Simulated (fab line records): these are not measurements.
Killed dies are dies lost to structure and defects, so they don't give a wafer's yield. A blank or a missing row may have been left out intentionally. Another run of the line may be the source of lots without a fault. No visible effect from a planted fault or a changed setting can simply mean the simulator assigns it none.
Matching of chambers + flow nand-harc + rie-diel-01 running NHARC_A_BLC_STRIP_21: 4 sister chambers
The step strips in O2. 16 wafers are shown with their chamber, then 8 later ones without.

== WAFERS PAIRED WITH THEIR CHAMBERS ==
| wafer  | chamber | showerhead-plenum-p-Torr (Torr) | throttle-valve-pct (%) | oes-product-au (a.u.) |
|--------|---------|---------------------------------|------------------------|-----------------------|
| L074.4 | 0       | 3.50                            | 17.023                 | 0.998                 |
| L074.5 | 0       | 3.50                            | 17.043                 | 1.006                 |
| L074.6 | 1       | 3.77                            | 17.033                 | 1.001                 |
| L077.1 | 1       | 3.77                            | 17.024                 | 0.997                 |
| L077.2 | 0       | 3.50                            | 17.021                 | 1.001                 |
| L077.5 | 1       | 3.77                            | 17.035                 | 1.000                 |
| L079.1 | 0       | 3.50                            | 17.031                 | 0.998                 |
| L079.3 | 2       | 3.72                            | 17.043                 | 0.998                 |
| L079.6 | 1       | 3.77                            | 17.032                 | 0.997                 |
| L078.2 | 0       | 3.49                            | 17.041                 | 0.995                 |
| L078.3 | 1       | 3.77                            | 17.035                 | 0.996                 |
| L078.4 | 2       | 3.72                            | 17.049                 | 0.996                 |
| L082.1 | 2       | 3.71                            | 17.041                 | 0.998                 |
| L082.5 | 3       | 3.35                            | 17.026                 | 1.001                 |
| L082.6 | 0       | 3.49                            | 17.027                 | 1.000                 |
| L086.1 | 1       | 3.76                            | 17.043                 | 0.994                 |

SIGNATURES (means of the wafers above)
| reading                  | chamber 0 | chamber 1 | chamber 2 | chamber 3 | scatter within a chamber |
|--------------------------|-----------|-----------|-----------|-----------|--------------------------|
| showerhead-plenum-p-Torr | 3.4967    | 3.7683    | 3.7167    | 3.3500    | 0.00486                  |
| throttle-valve-pct       | 17.03100  | 17.03367  | 17.04433  | 17.02600  | 0.00734                  |
| oes-product-au           | 0.99967   | 0.99750   | 0.99733   | 1.00100   | 0.00297                  |
Rule: a wafer's distance from a chamber is the root of the sum, over the readings, of the square of ((its reading less the chamber's mean) divided by the reading's scatter). If the next closest chamber is less than 2 further off than the closest, the wafer can't be placed; otherwise it belongs to the closest. The scatter: the root of (the sum of the squares of (reading less its chamber's mean) over the shown wafers, divided by (wafers less chambers)).

== WAFERS WHOSE CHAMBER IS MISSING ==
| wafer  | showerhead-plenum-p-Torr (Torr) | throttle-valve-pct (%) | oes-product-au (a.u.) |
|--------|---------------------------------|------------------------|-----------------------|
| L086.2 | 3.35                            | 17.032                 | 1.005                 |
| L086.4 | 3.49                            | 17.045                 | 1.000                 |
| L085.1 | 3.76                            | 17.042                 | 1.003                 |
| L085.4 | 3.35                            | 17.034                 | 1.008                 |
| L085.6 | 3.49                            | 17.017                 | 1.006                 |
| L091.4 | 3.49                            | 17.041                 | 1.007                 |
| L091.5 | 3.35                            | 17.052                 | 1.004                 |
| L091.6 | 3.71                            | 17.046                 | 0.999                 |

== WHICH CHAMBER EACH WENT THROUGH ==
| wafer  | from the rows above | in truth |
|--------|---------------------|----------|
| L086.2 | 3                   | 3        |
| L086.4 | 0                   | 0        |
| L085.1 | 1                   | 1        |
| L085.4 | 3                   | 3        |
| L085.6 | 0                   | 0        |
| L091.4 | 0                   | 0        |
| L091.5 | 3                   | 3        |
| L091.6 | 2                   | 2        |
Placed correctly: 8 of 8. Number that these rows cannot place: 0. 0 placed wrongly.
